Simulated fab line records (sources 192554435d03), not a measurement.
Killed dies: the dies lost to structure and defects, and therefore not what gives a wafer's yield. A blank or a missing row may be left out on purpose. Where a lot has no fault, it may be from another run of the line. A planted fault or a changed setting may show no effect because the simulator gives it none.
8D (eight disciplines) problem report, filled in by code + flow n5_finfet + the parts of the form that need people (team, actions taken, sign-off) are left out

## 1. PROBLEM STATEMENT
Wafers without a fault read 2769.9 s, standard deviation 0.56; run_length_s at N5_MOL_CONTACT_COAG_ALD_27 reads a mean of 2889.5 s on 4 wafers belonging to 3 lots. So: +99 or more standard deviations from the usual mean.
The step: deposits SiOC, target thk 17 nm, pulse time 1.5 s, time 2720 s.
First observed at day 7 18:50: wafer L930.6, on ald_sin-04. The record holds 21 wafers of 7 lots with a number at this step. Rule for "out" (also "out of limits"): further than 4 standard deviations from the usual mean. The other wafers with a number count as sound.

## 2. WHAT IT IS, AND WHAT IT ISN'T
| question                    | is                             | is not                                                                                      |
|-----------------------------|--------------------------------|---------------------------------------------------------------------------------------------|
| which readings at this step | run_length_s                   | heater_power_w, precursor_pulse_height_rel                                                  |
| which lots                  | L930, L932, L933               | L922, L935, L937, L942                                                                      |
| which wafers of those lots  | L930.6, L932.6, L933.5, L933.6 | L930.1, L930.3, L932.1, L932.3, L933.4                                                      |
| read on which tools         | ald_sin-04                     | ald_sin-02, ald_sin-03                                                                      |
| when                        | from day 7 18:50               | up to then (5 sound wafers); but 12 sound wafers of L932, L933, L935, L937, L942 came after |

## 3. WHAT RULES OUT EACH SUSPECT
Counting: any tool at a process step up to the reading remains a suspect provided it ran every lot that is out. Sound lots after the first of them don't rule it out here, since some wafers of a struck lot are sound.
- cvd_co-02 at N5_MOL_CONTACT_COAG_CO_FILL_22 (material Co, precursor CCTBA/H2, target thk 20 nm): kept. Every lot that is out went through it, the first being L930 (day 7 15:49); the last sound lot it ran before that was L922 (day 5 16:06).
- rtp_anneal-01 at N5_MOL_CONTACT_COAG_ANNEAL_113 (time 300 s): kept. It ran every lot that is out, first L930 (day 7 16:25).
- ald_sin-04 at N5_MOL_CONTACT_COAG_ALD_27 (deposits SiOC, target thk 17 nm, pulse time 1.5 s, time 2720 s): kept. It ran every lot that is out, first L930 (day 7 18:50). On those wafers its own readings are out: run_length_s.
Still standing after the count: cvd_co-02 at N5_MOL_CONTACT_COAG_CO_FILL_22, rtp_anneal-01 at N5_MOL_CONTACT_COAG_ANNEAL_113, ald_sin-04 at N5_MOL_CONTACT_COAG_ALD_27.

## 4. THE CAUSE (what the simulator had put in)
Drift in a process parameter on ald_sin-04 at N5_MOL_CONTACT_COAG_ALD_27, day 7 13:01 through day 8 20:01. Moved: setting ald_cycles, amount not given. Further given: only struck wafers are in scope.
Counting left 3 suspects, and this tool is among them.

## 5. THE CHAIN OF EFFECTS, in route order
One row per reading whose mean, taken over the struck wafers that have a number, lies over 3 standard deviations from the usual. Scope: only readings with a usual standard deviation given in the record; hours: median across lots of the time from each lot's start at the first step in this table that gives one to its start at this step; sigmas: change in usual standard deviations.
| hours | step                       | reading      | usual    | on struck wafers | change | sigmas      |
|-------|----------------------------|--------------|----------|------------------|--------|-------------|
| 0     | N5_MOL_CONTACT_COAG_ALD_27 | run_length_s | 2769.9 s | 2889.5           | +119.6 | +99 or more |
It contains these process steps:
- N5_MOL_CONTACT_COAG_ALD_27: deposits SiOC, target thk 17 nm, pulse time 1.5 s, time 2720 s.
Readings that are blank on the struck wafers while sound wafers have them: pad_life_wafers at N5_MOL_CONTACT_COAG_CMP_28.
Later steps that measure or inspect, where all struck wafers having a row at the step show a number for every such reading and not one has moved that far: N5_BEOL_M4_RC_MEAS_101.

## 6. HOW IT WOULD HAVE BEEN CAUGHT EARLIER
In this record the first reading out of limits was taken at day 7 18:50, 6 hours after the fault began at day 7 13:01.
